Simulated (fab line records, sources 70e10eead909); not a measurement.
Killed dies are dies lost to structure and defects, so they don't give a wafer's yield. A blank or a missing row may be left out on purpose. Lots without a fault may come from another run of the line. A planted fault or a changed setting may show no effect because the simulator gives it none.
fab line records | flow nand_harc
record lots=5 wafers=15 last_day=24
route steps=1159 shown A_CONTACT@860
lots that met no fault: from a run of the same line without faults
start_h: hours from the record's first day to the start of the lot's first wafer shown | wait_h: hours since the lot's step before | " the same as in the row above | L1.1+2: a row that stands for several wafers | - no value, or no start given | * or withheld: withheld | < > ~ a bound
route shown NAME@n: a module of which the file shows steps, and the number in the route of the first | usual: mean/standard deviation of fault-free wafers | same: alike in all rows | chamber/n: place in a boat | sites: the reading at each site | _std_site: their standard deviation | _edge_site: outer sites' mean less inner sites' | radius_mm: how far each site lies from the wafer's centre | mask NAME#n: copy n | behind: the tool/chamber that last shaped the wafer | hold: why the lot was held/for how many hours/how that ended | device: the transistor (n, p or np) that didn't switch | end of line: the same wafers' tests at the end of the route | a step without rows: its recipe alone | killed: dies lost to structure and defects at the first sort, not the wafer's yield | map: a wafer's dies, x killed, . not, _ none there
set.NAME: the setting as run; set.NAME@STEP: as run at that earlier step | model.NAME: the simulator's own value behind a step, which no gauge read
lots at some steps of the route; a table a step, a row a wafer
services: from which hour (start_h, from the record's first day; less than 0 if before it) a tool's chamber was out of use, for how many hours, and why
## steps
# step NHARC_A_CONTACT_ETCH_50
# recipe target_depth_a=847 time_s=42.4 cf4_flow_sccm=100 chf3_flow_sccm=30 ar_flow_sccm=0 rf_w=500 bias_w=200 chemistry=CF4/CHF3
# usual drypump_motor_current_A=5.7/0.56 oes_product_au=0.945/0.02 rf_vpp_V=369.8/2.2 showerhead_plenum_p_Torr=1.55/0.06 throttle_valve_pct=16.801/0.0098
# columns lot.wafer tool chamber start_h wait_h drypump_motor_current_A oes_product_au rf_hours_counter_h rf_vpp_V showerhead_plenum_p_Torr throttle_valve_pct
L087.2 rie_diel-05 2 - - 4.7 0.984 16 370.6 1.56 16.807
L087.1 " 0 " " 5.8 0.958 15 369.4 1.53 16.804
L087.6 " 2 " " 4.8 0.979 - 372.3 1.56 16.802
L088.3 rie_diel-01 0 - - 6.2 0.912 52 368.8 1.60 16.800
L088.1 " 1 " " 5.1 0.928 50 371.9 1.64 16.789
L088.5 " 1 " " 5.1 0.915 - 372.7 1.64 16.805
L089.3 rie_diel-05 0 - - 5.8 0.919 16 370.0 1.53 16.810
L089.5 " 0 " " 5.8 0.920 - 367.0 1.53 16.803
L089.6 " 1 " " 6.1 0.922 - 369.1 1.51 16.792
L094.3 rie_diel-05 2 - - 4.7 0.982 24 370.7 1.56 16.789
L094.4 " 0 " " 5.8 0.955 21 370.5 1.53 16.801
L094.5 " 2 " " 4.7 0.990 - 370.3 1.56 16.784
L095.5 rie_diel-05 0 - - 5.9 0.926 - 369.3 1.53 16.828
L095.4 " 1 " " 6.1 0.932 - 367.6 1.51 16.796
L095.6 " 2 " " 4.7 0.937 - 370.1 1.56 16.785
# step NHARC_A_CONTACT_ETCH_51
# recipe target_depth_a=36000 over_etch_frac=0.3 time_s=936 ion_energy_ev=150 o2_flow_sccm=400 cos_flow_sccm=20 ar_flow_sccm=0 rf_w=500 bias_w=300 chemistry=O2/COS
# usual drypump_motor_current_A=5.7/0.58 oes_product_au=0.999/0.0067 rf_vpp_V=313.5/2 showerhead_plenum_p_Torr=3.08/0.12 throttle_valve_pct=28.332/0.0098
# columns lot.wafer tool chamber start_h wait_h drypump_motor_current_A oes_product_au rf_hours_counter_h rf_vpp_V showerhead_plenum_p_Torr throttle_valve_pct
L087.2 rie_diel-05 0 - - 5.8 0.992 15 312.7 3.04 28.332
L087.1 " 3 " " 5.0 0.997 16 313.6 3.08 28.333
L087.6 " 0 " " 5.8 0.990 - 314.9 3.04 28.351
L088.1 rie_diel-01 1 - - 5.1 1.008 50 315.3 3.24 28.339
L088.3 " 2 " " 6.3 1.004 53 314.2 3.04 28.321
L088.5 " 0 " " 6.2 1.001 - 314.7 3.18 28.332
L089.3 rie_diel-05 1 - - 6.1 0.996 20 312.4 2.99 28.327
L089.6 " 3 " " 5.0 0.995 - 313.3 3.08 28.332
L089.5 " 0 " " 5.8 0.999 - 313.6 3.04 28.339
L094.3 rie_diel-05 1 - - 6.1 1.007 24 314.2 2.99 28.307
L094.4 " 2 " " 4.8 1.017 24 314.1 3.10 28.304
L094.5 " 1 " " 6.1 1.001 - 312.7 2.99 28.334
L095.6 rie_diel-05 2 - - 4.8 0.997 - 315.9 3.10 28.336
L095.5 " 0 " " 5.8 0.987 - 312.5 3.04 28.346
L095.4 " 1 " " 6.1 1.000 - 312.5 2.99 28.326
# step NHARC_A_CONTACT_ETCH_111
# recipe source_w=withheld pressure_mtorr=20 bias_v=withheld time_s=140 target_depth_a=7000 ar_flow_sccm=withheld c4f8_flow_sccm=withheld o2_flow_sccm=withheld chemistry=C4F8/O2/Ar
# columns lot.wafer tool chamber start_h wait_h rf_hours_counter_h
L087.1 har_cap_etch-03 0 460.49 - 94
L087.2 " 1 " " 94
L087.6 " 1 " " -
L088.1 har_cap_etch-01 0 464.41 - 69
L088.3 " 0 " " -
L088.5 " 0 " " -
L089.3 har_cap_etch-02 1 474.45 - -
L089.6 " 1 " " -
L089.5 " 0 " " -
L094.4 har_cap_etch-02 0 495.05 - -
L094.3 " 1 " " -
L094.5 " 1 " " -
L095.4 har_cap_etch-03 0 503.74 - -
L095.6 " 0 " " -
L095.5 " 1 " " -
# step NHARC_A_CONTACT_ETCH_112
# recipe source_w=withheld pressure_mtorr=20 bias_v=3000 time_s=94 target_depth_a=9220 ar_flow_sccm=withheld c4f8_flow_sccm=withheld o2_flow_sccm=withheld chemistry=C4F8/O2/Ar
# columns lot.wafer tool chamber start_h wait_h rf_hours_counter_h
L087.1 har_cap_etch-03 0 460.69 0.2 94
L087.2 " 1 " " 94
L087.6 " 1 " " -
L088.1 har_cap_etch-01 0 464.61 0.2 69
L088.3 " 0 " " -
L088.5 " 0 " " -
L089.3 har_cap_etch-02 1 474.61 0.1 -
L089.6 " 1 " " -
L089.5 " 0 " " -
L094.4 har_cap_etch-02 0 495.21 0.1 -
L094.3 " 1 " " -
L094.5 " 1 " " -
L095.4 har_cap_etch-03 0 503.91 0.1 -
L095.6 " 0 " " -
L095.5 " 1 " " -
# step NHARC_A_CONTACT_ETCH_113
# recipe source_w=withheld pressure_mtorr=20 bias_v=3000 time_s=94 target_depth_a=9220 ar_flow_sccm=withheld c4f8_flow_sccm=withheld o2_flow_sccm=withheld chemistry=C4F8/O2/Ar
# columns lot.wafer tool chamber start_h wait_h rf_hours_counter_h
L087.1 har_cap_etch-03 0 460.78 0.1 94
L087.2 " 1 " " 94
L087.6 " 1 " " -
L088.1 har_cap_etch-01 0 464.70 0.1 69
L088.3 " 0 " " -
L088.5 " 0 " " -
L089.3 har_cap_etch-02 1 474.70 0.1 -
L089.6 " 1 " " -
L089.5 " 0 " " -
L094.4 har_cap_etch-02 0 495.31 0.1 -
L094.3 " 1 " " -
L094.5 " 1 " " -
L095.4 har_cap_etch-03 0 504.00 0.1 -
L095.6 " 0 " " -
L095.5 " 1 " " -
# step NHARC_A_CONTACT_ETCH_114
# recipe source_w=withheld pressure_mtorr=20 bias_v=3000 time_s=94 target_depth_a=9220 ar_flow_sccm=withheld c4f8_flow_sccm=withheld o2_flow_sccm=withheld chemistry=C4F8/O2/Ar
# columns lot.wafer tool chamber start_h wait_h rf_hours_counter_h
L087.1 har_cap_etch-03 0 460.87 0.1 94
L087.2 " 1 " " 94
L087.6 " 1 " " -
L088.1 har_cap_etch-01 0 464.79 0.1 69
L088.3 " 0 " " -
L088.5 " 0 " " -
L089.3 har_cap_etch-02 1 474.79 0.1 -
L089.6 " 1 " " -
L089.5 " 0 " " -
L094.4 har_cap_etch-02 0 495.40 0.1 -
L094.3 " 1 " " -
L094.5 " 1 " " -
L095.4 har_cap_etch-03 0 504.09 0.1 -
L095.6 " 0 " " -
L095.5 " 1 " " -
# step NHARC_A_CONTACT_ETCH_115
# recipe source_w=withheld pressure_mtorr=20 bias_v=3000 time_s=94 target_depth_a=9220 ar_flow_sccm=withheld c4f8_flow_sccm=withheld o2_flow_sccm=withheld chemistry=C4F8/O2/Ar
# columns lot.wafer tool chamber start_h wait_h rf_hours_counter_h
L087.1 har_cap_etch-03 0 460.96 0.1 94
L087.2 " 1 " " 94
L087.6 " 1 " " -
L088.1 har_cap_etch-01 0 464.88 0.1 69
L088.3 " 0 " " -
L088.5 " 0 " " -
L089.3 har_cap_etch-02 1 474.88 0.1 -
L089.6 " 1 " " -
L089.5 " 0 " " -
L094.4 har_cap_etch-02 0 495.49 0.1 -
L094.3 " 1 " " -
L094.5 " 1 " " -
L095.4 har_cap_etch-03 0 504.18 0.1 -
L095.6 " 0 " " -
L095.5 " 1 " " -
# step NHARC_A_CONTACT_ETCH_116
# recipe source_w=withheld pressure_mtorr=20 bias_v=3000 time_s=94 target_depth_a=9220 ar_flow_sccm=withheld c4f8_flow_sccm=withheld o2_flow_sccm=withheld chemistry=C4F8/O2/Ar
# columns lot.wafer tool chamber start_h wait_h rf_hours_counter_h
L087.1 har_cap_etch-03 0 461.05 0.1 94
L087.2 " 1 " " 94
L087.6 " 1 " " -
L088.1 har_cap_etch-01 0 464.97 0.1 69
L088.3 " 0 " " -
L088.5 " 0 " " -
L089.3 har_cap_etch-02 1 474.97 0.1 -
L089.6 " 1 " " -
L089.5 " 0 " " -
L094.4 har_cap_etch-02 0 495.58 0.1 -
L094.3 " 1 " " -
L094.5 " 1 " " -
L095.4 har_cap_etch-03 0 504.27 0.1 -
L095.6 " 0 " " -
L095.5 " 1 " " -
# step NHARC_A_CONTACT_ETCH_117
# recipe source_w=withheld pressure_mtorr=20 bias_v=3000 time_s=94 target_depth_a=9220 ar_flow_sccm=withheld c4f8_flow_sccm=withheld o2_flow_sccm=withheld chemistry=C4F8/O2/Ar
# columns lot.wafer tool chamber start_h wait_h rf_hours_counter_h
L087.1 har_cap_etch-03 0 461.15 0.1 94
L087.2 " 1 " " 94
L087.6 " 1 " " -
L088.1 har_cap_etch-01 0 465.06 0.1 69
L088.3 " 0 " " -
L088.5 " 0 " " -
L089.3 har_cap_etch-02 1 475.07 0.1 -
L089.6 " 1 " " -
L089.5 " 0 " " -
L094.4 har_cap_etch-02 0 495.67 0.1 -
L094.3 " 1 " " -
L094.5 " 1 " " -
L095.4 har_cap_etch-03 0 504.36 0.1 -
L095.6 " 0 " " -
L095.5 " 1 " " -
# step NHARC_A_CONTACT_ETCH_118
# recipe source_w=withheld pressure_mtorr=20 bias_v=3000 time_s=94 target_depth_a=9220 ar_flow_sccm=withheld c4f8_flow_sccm=withheld o2_flow_sccm=withheld chemistry=C4F8/O2/Ar
# columns lot.wafer tool chamber start_h wait_h rf_hours_counter_h
L087.1 har_cap_etch-03 0 461.24 0.1 94
L087.2 " 1 " " 94
L087.6 " 1 " " -
L088.1 har_cap_etch-01 0 465.15 0.1 69
L088.3 " 0 " " -
L088.5 " 0 " " -
L089.3 har_cap_etch-02 1 475.16 0.1 -
L089.6 " 1 " " -
L089.5 " 0 " " -
L094.4 har_cap_etch-02 0 495.76 0.1 -
L094.3 " 1 " " -
L094.5 " 1 " " -
L095.4 har_cap_etch-03 0 504.46 0.1 -
L095.6 " 0 " " -
L095.5 " 1 " " -
# step NHARC_A_CONTACT_ETCH_119
# recipe source_w=withheld pressure_mtorr=20 bias_v=3000 time_s=94 target_depth_a=9220 ar_flow_sccm=withheld c4f8_flow_sccm=withheld o2_flow_sccm=withheld chemistry=C4F8/O2/Ar
# columns lot.wafer tool chamber start_h wait_h rf_hours_counter_h
L087.1 har_cap_etch-03 0 461.33 0.1 94
L087.2 " 1 " " 94
L087.6 " 1 " " -
L088.1 har_cap_etch-01 0 465.25 0.1 69
L088.3 " 0 " " -
L088.5 " 0 " " -
L089.3 har_cap_etch-02 1 475.25 0.1 -
L089.6 " 1 " " -
L089.5 " 0 " " -
L094.4 har_cap_etch-02 0 495.85 0.1 -
L094.3 " 1 " " -
L094.5 " 1 " " -
L095.4 har_cap_etch-03 0 504.55 0.1 -
L095.6 " 0 " " -
L095.5 " 1 " " -
# step NHARC_A_CONTACT_ETCH_120
# recipe source_w=withheld pressure_mtorr=20 bias_v=3000 time_s=94 target_depth_a=9220 ar_flow_sccm=withheld c4f8_flow_sccm=withheld o2_flow_sccm=withheld chemistry=C4F8/O2/Ar
# columns lot.wafer tool chamber start_h wait_h rf_hours_counter_h
L087.1 har_cap_etch-03 0 461.42 0.1 94
L087.2 " 1 " " 94
L087.6 " 1 " " -
L088.1 har_cap_etch-01 0 465.34 0.1 69
L088.3 " 0 " " -
L088.5 " 0 " " -
L089.3 har_cap_etch-02 1 475.34 0.1 -
L089.6 " 1 " " -
L089.5 " 0 " " -
L094.4 har_cap_etch-02 0 495.94 0.1 -
L094.3 " 1 " " -
L094.5 " 1 " " -
L095.4 har_cap_etch-03 0 504.64 0.1 -
L095.6 " 0 " " -
L095.5 " 1 " " -
# step NHARC_A_CONTACT_ETCH_121
# recipe source_w=withheld pressure_mtorr=20 bias_v=3000 time_s=94 target_depth_a=9220 ar_flow_sccm=withheld c4f8_flow_sccm=withheld o2_flow_sccm=withheld chemistry=C4F8/O2/Ar
# columns lot.wafer tool chamber start_h wait_h rf_hours_counter_h
L087.1 har_cap_etch-03 0 461.51 0.1 94
L087.2 " 1 " " 94
L087.6 " 1 " " -
L088.1 har_cap_etch-01 0 465.43 0.1 69
L088.3 " 0 " " -
L088.5 " 0 " " -
L089.3 har_cap_etch-02 1 475.43 0.1 -
L089.6 " 1 " " -
L089.5 " 0 " " -
L094.4 har_cap_etch-02 0 496.03 0.1 -
L094.3 " 1 " " -
L094.5 " 1 " " -
L095.4 har_cap_etch-03 0 504.73 0.1 -
L095.6 " 0 " " -
L095.5 " 1 " " -
# step NHARC_A_CONTACT_ETCH_122
# recipe source_w=withheld pressure_mtorr=20 bias_v=3000 time_s=95 target_depth_a=9300 ar_flow_sccm=withheld c4f8_flow_sccm=withheld o2_flow_sccm=withheld chemistry=C4F8/O2/Ar
# columns lot.wafer tool chamber start_h wait_h rf_hours_counter_h
L087.1 har_cap_etch-03 0 461.60 0.1 94
L087.2 " 1 " " 94
L087.6 " 1 " " -
L088.1 har_cap_etch-01 0 465.52 0.1 69
L088.3 " 0 " " -
L088.5 " 0 " " -
L089.3 har_cap_etch-02 1 475.52 0.1 -
L089.6 " 1 " " -
L089.5 " 0 " " -
L094.4 har_cap_etch-02 0 496.12 0.1 -
L094.3 " 1 " " -
L094.5 " 1 " " -
L095.4 har_cap_etch-03 0 504.82 0.1 -
L095.6 " 0 " " -
L095.5 " 1 " " -
# step NHARC_A_CONTACT_ETCH_123
# recipe source_w=withheld pressure_mtorr=20 bias_v=400 time_s=253 target_depth_a=10900 ar_flow_sccm=withheld c4f8_flow_sccm=11.5 o2_flow_sccm=7.2 chemistry=C4F8/O2/Ar
# columns lot.wafer tool chamber start_h wait_h rf_hours_counter_h
L087.1 har_cap_etch-03 0 461.69 0.1 95
L087.2 " 1 " " 95
L087.6 " 1 " " -
L088.1 har_cap_etch-01 0 465.61 0.1 70
L088.3 " 0 " " -
L088.5 " 0 " " -
L089.3 har_cap_etch-02 1 475.69 0.2 -
L089.6 " 1 " " -
L089.5 " 0 " " -
L094.4 har_cap_etch-02 0 496.29 0.2 -
L094.3 " 1 " " -
L094.5 " 1 " " -
L095.4 har_cap_etch-03 0 504.99 0.2 -
L095.6 " 0 " " -
L095.5 " 1 " " -
# step NHARC_A_CONTACT_ETCH_90
# recipe target_depth_a=400 over_etch_frac=0.5 time_s=85.7 ion_energy_ev=120 ch3f_flow_sccm=50 o2_flow_sccm=30 ar_flow_sccm=200 rf_w=500 bias_w=100 chemistry=CH3F/O2
# usual drypump_motor_current_A=5.5/0.58 oes_product_au=0.97/0.036 rf_vpp_V=243.8/1.2 showerhead_plenum_p_Torr=2.43/0.061 throttle_valve_pct=20.662/0.0098
# columns lot.wafer tool chamber start_h wait_h drypump_motor_current_A oes_product_au rf_hours_counter_h rf_vpp_V showerhead_plenum_p_Torr throttle_valve_pct
L087.1 rie_diel-05 1 462.29 0.5 6.1 0.93 17 242.6 2.36 20.677
L087.2 " 2 " " 4.7 0.94 17 244.5 2.44 20.658
L087.6 " 1 " " 6.1 0.93 - 242.8 2.35 20.665
L088.3 rie_diel-05 2 466.21 0.4 4.8 1.00 18 244.6 2.44 20.670
L088.1 " 1 " " 6.1 1.01 18 242.4 2.35 20.647
L088.5 " 1 " " 6.1 1.01 - 241.7 2.35 20.671
L089.3 rie_diel-05 0 476.22 0.5 5.8 0.92 17 243.1 2.39 20.658
L089.6 " 1 " " 6.1 0.93 - 243.1 2.35 20.662
L089.5 " 2 " " 4.7 0.93 - 244.4 2.44 20.672
L094.4 rie_diel-05 1 497.20 0.9 6.1 0.92 26 241.0 2.35 20.654
L094.3 " 2 " " 4.7 0.94 25 242.3 2.44 20.663
L094.5 " 1 " " 6.1 0.94 - 243.3 2.35 20.685
L095.4 rie_diel-01 0 505.50 0.5 6.2 1.00 1 245.3 2.50 20.660
L095.6 " 3 " " 5.7 1.00 - 243.8 2.44 20.656
L095.5 " 0 " " 6.2 1.01 - 244.4 2.50 20.676
# step NHARC_A_CONTACT_ETCH_96
# recipe target_depth_a=200 over_etch_frac=0.5 time_s=10 ion_energy_ev=250 c4f6_flow_sccm=25 o2_flow_sccm=20 ar_flow_sccm=500 rf_w=600 bias_w=500 chemistry=C4F6/O2
# usual drypump_motor_current_A=5.5/0.56 oes_product_au=0.977/0.025 rf_vpp_V=546.1/2.2 showerhead_plenum_p_Torr=3.88/0.096 throttle_valve_pct=26.902/0.0095
# columns lot.wafer tool chamber start_h wait_h drypump_motor_current_A oes_product_au rf_hours_counter_h rf_vpp_V showerhead_plenum_p_Torr throttle_valve_pct
L087.1 rie_diel-05 3 - - 5.0 0.932 16 546.3 3.88 26.898
L087.2 " 1 " " 6.1 0.948 17 544.1 3.77 26.909
L087.6 " 3 " " 5.0 0.943 - 545.9 3.88 26.906
L088.1 rie_diel-05 1 466.37 0.1 6.1 1.010 18 543.4 3.77 26.910
L088.3 " 3 " " 5.0 1.006 17 545.5 3.88 26.892
L088.5 " 3 " " 5.0 1.007 - 546.5 3.88 26.892
L089.3 rie_diel-05 0 - - 5.8 0.938 17 545.8 3.82 26.918
L089.5 " 0 " " 5.8 0.932 - 543.0 3.82 26.920
L089.6 " 1 " " 6.1 0.954 - 545.3 3.77 26.884
L094.3 rie_diel-05 3 - - 5.1 0.958 25 545.8 3.87 26.899
L094.4 " 1 " " 6.1 0.977 26 542.6 3.76 26.896
L094.5 " 3 " " 5.0 0.964 - 546.0 3.87 26.896
L095.4 rie_diel-01 3 - - 5.7 1.000 2 546.6 3.90 26.894
L095.5 " 1 " " 5.1 1.003 - 549.1 4.06 26.878
L095.6 " 2 " " 6.3 0.991 - 545.3 3.81 26.918
# step NHARC_A_CONTACT_CD_MEAS_53
# usual cd_nm=189.7/0.7
# columns lot.wafer tool chamber start_h wait_h cd_nm
L087.1 cd_sem-03 - 462.51 - 189.4
L087.2 " - " " 190.0
L087.6 " - " " 189.6
L088.1 cd_sem-03 - 466.46 - 190.2
L088.3 " - " " 190.1
L088.5 " - " " 189.8
L089.3 cd_sem-01 - 476.40 - 190.9
L089.5 " - " " 190.7
L089.6 " - " " 190.4
L094.3 cd_sem-03 - 497.47 - 189.4
L094.4 " - " " 189.5
L094.5 " - " " 189.1
L095.4 cd_sem-01 - 505.71 - 190.4
L095.5 " - " " 190.2
L095.6 " - " " 190.0
# step NHARC_A_CONTACT_STRIP_99
# recipe n2_flow_sccm=150 h2_flow_sccm=150 ar_flow_sccm=0 bias_w=0 chemistry=N2/H2
# columns lot.wafer tool chamber start_h wait_h
L087.2+1+6 rie_diel-05 2,3,2 462.58 0.1
L088.3+1+5 rie_diel-01 2,0,2 466.53 0.1
L089.3+6+5 rie_diel-13 3,2,3 476.48 0.1
L094.4+3+5 rie_diel-05 3,1,3 497.75 0.3
L095.4+6+5 rie_diel-13 3,1,2 505.80 0.1
# step NHARC_A_CONTACT_STRIP_100
# recipe cf4_flow_sccm=100 chf3_flow_sccm=30 ar_flow_sccm=0 bias_w=0 chemistry=CF4/CHF3
# columns lot.wafer tool chamber start_h wait_h
L087.1+2+6 rie_diel-05 1,3,1 462.68 0.1
L088.1+3+5 rie_diel-01 2,0,2 466.63 0.1
L089.3+5+6 rie_diel-13 0,0,1 476.57 0.1
L094.4+3+5 rie_diel-05 0,2,0 497.90 0.1
L095.4+6+5 rie_diel-13 1,0,1 505.87 0.1
# step NHARC_A_CONTACT_STRIP_101
# recipe o2_flow_sccm=400 cos_flow_sccm=20 ar_flow_sccm=0 bias_w=0 chemistry=O2/COS
# columns lot.wafer tool chamber start_h wait_h
L087.2+1+6 rie_diel-05 0,1,3 462.74 0.1
L088.3+1+5 rie_diel-01 1,2,1 466.69 0.1
L089.3+5+6 rie_diel-13 2,3,0 476.64 0.1
L094.3+4+5 rie_diel-05 1,2,1 498.10 0.2
L095.4+5+6 rie_diel-13 2,0,1 505.94 0.1
# step NHARC_A_CONTACT_ETCH_102
# recipe target_depth_a=700 overetch_a=70 time_s=38.5 ion_energy_ev=100 cf4_flow_sccm=80 o2_flow_sccm=20 ar_flow_sccm=0 rf_w=300 bias_w=100 chemistry=CF4/O2
# usual drypump_motor_current_A=5.6/0.56 oes_product_au=1.000/0.0071 rf_vpp_V=197.6/1.2 showerhead_plenum_p_Torr=1.32/0.05 throttle_valve_pct=13.397/0.0083
# columns lot.wafer tool chamber start_h wait_h drypump_motor_current_A oes_product_au rf_hours_counter_h rf_vpp_V showerhead_plenum_p_Torr throttle_valve_pct
L087.2 rie_diel-05 1 462.80 0.1 6.1 1.001 17 196.0 1.28 13.388
L087.1 " 0 " " 5.8 0.999 15 197.6 1.30 13.393
L087.6 " 1 " " 6.1 1.000 - 195.9 1.28 13.405
L088.1 rie_diel-01 3 466.75 0.1 5.7 0.992 55 198.6 1.33 13.393
L088.3 " 1 " " 5.1 0.992 51 198.9 1.39 13.408
L088.5 " 3 " " 5.7 0.998 - 198.2 1.33 13.385
L089.3 rie_diel-13 2 476.70 0.1 6.3 0.998 6 197.2 1.29 13.388
L089.6 " 0 " " 5.4 1.013 - 196.7 1.27 13.399
L089.5 " 1 " " 6.4 1.001 - 199.2 1.44 13.398
L094.4 rie_diel-05 0 498.56 0.5 5.8 0.989 23 197.7 1.30 13.388
L094.3 " 1 " " 6.1 1.002 27 197.7 1.28 13.397
L094.5 " 0 " " 5.8 0.987 - 197.3 1.30 13.395
L095.4 rie_diel-13 1 506.00 0.1 6.4 1.011 18 200.3 1.44 13.404
L095.6 " 0 " " 5.4 0.999 - 197.4 1.27 13.382
L095.5 " 1 " " 6.4 1.002 - 200.7 1.44 13.379
# step NHARC_A_CONTACT_STRIP_55
# recipe o2_flow_sccm=500 ar_flow_sccm=0 bias_w=0 chemistry=O2
# usual drypump_motor_current_A=5.6/0.57 oes_product_au=1.000/0.0068 rf_vpp_V=57.7/0.94 showerhead_plenum_p_Torr=3.50/0.13 throttle_valve_pct=17.037/0.0082
# columns lot.wafer tool chamber start_h wait_h drypump_motor_current_A oes_product_au rf_hours_counter_h rf_vpp_V showerhead_plenum_p_Torr throttle_valve_pct
L087.2 rie_diel-05 1 - - 6.1 1.009 17 57.9 3.38 17.046
L087.1 " 3 " " 5.0 1.005 16 56.1 3.49 17.043
L087.6 " 2 " " 4.8 1.016 - 57.8 3.51 17.042
L088.3 rie_diel-01 1 - - 5.1 0.992 51 58.2 3.66 17.037
L088.1 " 2 " " 6.3 0.993 55 59.5 3.43 17.028
L088.5 " 0 " " 6.2 0.994 - 58.1 3.59 17.038
L089.3 rie_diel-13 2 - - 6.3 1.008 7 57.9 3.41 17.043
L089.6 " 3 " " 5.3 1.002 - 58.8 3.80 17.039
L089.5 " 0 " " 5.4 0.999 - 57.8 3.37 17.047
L094.3 rie_diel-05 1 - - 6.1 0.998 27 60.7 3.38 17.035
L094.4 " 0 " " 5.8 0.996 23 57.6 3.43 17.041
L094.5 " 1 " " 6.1 0.996 - 57.1 3.38 17.034
L095.4 rie_diel-13 2 - - 6.3 1.000 17 57.5 3.41 17.032
L095.6 " 0 " " 5.4 0.990 - 56.8 3.37 17.041
L095.5 " 1 " " 6.4 1.002 - 58.9 3.80 17.036
# step NHARC_A_CONTACT_STRIP_56
# recipe time_s=600 temp_c=30 chemistry=post_etch_residue_remover
# columns lot.wafer tool chamber start_h wait_h
L087.6+2+1 wet_bench-02 5,7,1 463.19 -
L088.5+3+1 wet_bench-05 3,5,0 467.14 -
L089.5+3+6 wet_bench-05 6,7,1 477.08 -
L094.5+3+4 wet_bench-02 0,1,2 499.02 -
L095.5+6+4 wet_bench-05 1,4,5 506.38 -
# step NHARC_A_CONTACT_DEP_57
# recipe target_thk_a=28000 temp_c=400 material=aC
# usual throttle_valve_pct=35.000/0.0096
# columns lot.wafer tool chamber start_h wait_h throttle_valve_pct
L087.1 acl_dep-02 0 463.77 - 34.981
L087.2 " 0 " " 35.014
L087.6 " 0 465.18 - 35.012
L088.1 acl_dep-03 0 467.45 - 34.982
L088.3 " 0 " " 35.002
L088.5 " 0 " " 35.010
L089.3 acl_dep-02 0 482.66 - 35.025
L089.5 " 0 " " 35.007
L089.6 " 0 " " 35.000
L094.3 acl_dep-03 0 499.94 - 34.988
L094.4 " 0 " " 35.003
L094.5 " 0 " " 35.016
L095.4 acl_dep-01 0 507.51 - 35.000
L095.5 " 0 " " 34.992
L095.6 " 0 " " 35.002
# step NHARC_A_CONTACT_DEP_58
# recipe target_thk_a=600 target_thk_nm=60 temp_c=400 pressure_torr=3.5 flow_sccm=200 rf_w=350 material=SiON
# usual heater_power_w=765/110
# columns lot.wafer tool chamber start_h wait_h heater_power_w
L087.2 pecvd-01 0 465.49 1.2 766
L087.1 " 2 " " 739
L087.6 " 0 " " 787
L088.3 pecvd-01 0 469.22 0.9 797
L088.1 " 1 " " 815
L088.5 " 1 " " 807
L089.3 pecvd-01 2 483.87 0.9 831
L089.6 " 0 " " 723
L089.5 " 1 " " 746
L094.3 pecvd-01 2 501.17 0.9 729
L094.4 " 1 " " 740
L094.5 " 2 " " 709
L095.5 pecvd-03 2 508.75 0.7 866
L095.6 " 0 " " 792
L095.4 " 1 " " 746
# step NHARC_A_CONTACT_DEHYDRATE_59
# recipe temp_c=150 time_s=120
# columns lot.wafer tool chamber start_h wait_h
L087.1+2+6 litho_track-01 0 465.76 0.2
L088.1+3+5 litho_track-01 0 469.46 0.2
L089.3+5+6 litho_track-04 0 484.08 0.2
L094.3+4+5 litho_track-04 0 501.39 0.2
L095.4+5+6 litho_track-04 0 508.93 0.1
# step NHARC_A_CONTACT_HMDS_60
# recipe time_s=30
# columns lot.wafer tool chamber start_h wait_h
L087.1+2+6 litho_track-01 0 - -
L088.1+3+5 litho_track-01 0 - -
L089.3+5+6 litho_track-04 0 - -
L094.3+4+5 litho_track-04 0 - -
L095.4+5+6 litho_track-04 0 - -
# step NHARC_A_CONTACT_COAT_61
# recipe temp_c=260 time_s=75
# columns lot.wafer tool chamber start_h wait_h
L087.1+2+6 litho_track-01 0 - -
L088.1+3+5 litho_track-01 0 - -
L089.3+5+6 litho_track-04 0 - -
L094.3+4+5 litho_track-04 0 - -
L095.4+5+6 litho_track-04 0 - -
# step NHARC_A_CONTACT_COAT_62
# recipe temp_c=225 time_s=65
# columns lot.wafer tool chamber start_h wait_h
L087.1+2+6 litho_track-01 0 - -
L088.1+3+5 litho_track-01 0 - -
L089.3+5+6 litho_track-04 0 - -
L094.3+4+5 litho_track-04 0 - -
L095.4+5+6 litho_track-04 0 - -
# step NHARC_A_CONTACT_COAT_63
# recipe spin_rpm=1500 resist_thk_nm=90
# columns lot.wafer tool chamber start_h wait_h
L087.1+2+6 litho_track-01 0 - -
L088.1+3+5 litho_track-01 0 - -
L089.3+5+6 litho_track-04 0 - -
L094.3+4+5 litho_track-04 0 - -
L095.4+5+6 litho_track-04 0 - -
## services
# columns tool chamber start_h hours kind
wet_bench-02 - 439.09 4.1 repair
litho_track-01 - 443.00 7.0 pm
rie_diel-05 0 447.86 - clean
rie_diel-05 1 447.86 - clean
rie_diel-05 2 447.86 - clean
rie_diel-05 3 447.86 - clean
rie_diel-13 - 453.21 9.0 pm
rie_diel-13 0 453.21 9.0 vent_cycle
rie_diel-13 1 453.21 9.0 vent_cycle
rie_diel-13 2 453.21 9.0 vent_cycle
rie_diel-05 - 458.16 1.0 repair
rie_diel-05 0 472.36 - clean
rie_diel-05 1 472.36 - clean
rie_diel-05 2 472.36 - clean
rie_diel-05 3 472.36 - clean
pecvd-03 - 473.15 13.0 pm
acl_dep-01 - 475.66 13.0 pm
litho_track-04 - 491.00 7.0 pm
rie_diel-01 - 491.90 9.0 pm
rie_diel-05 0 496.86 - clean
rie_diel-05 1 496.86 - clean
rie_diel-05 2 496.86 - clean
rie_diel-05 3 496.86 - clean
rie_diel-05 3 501.35 4.8 repair
## key
fault none
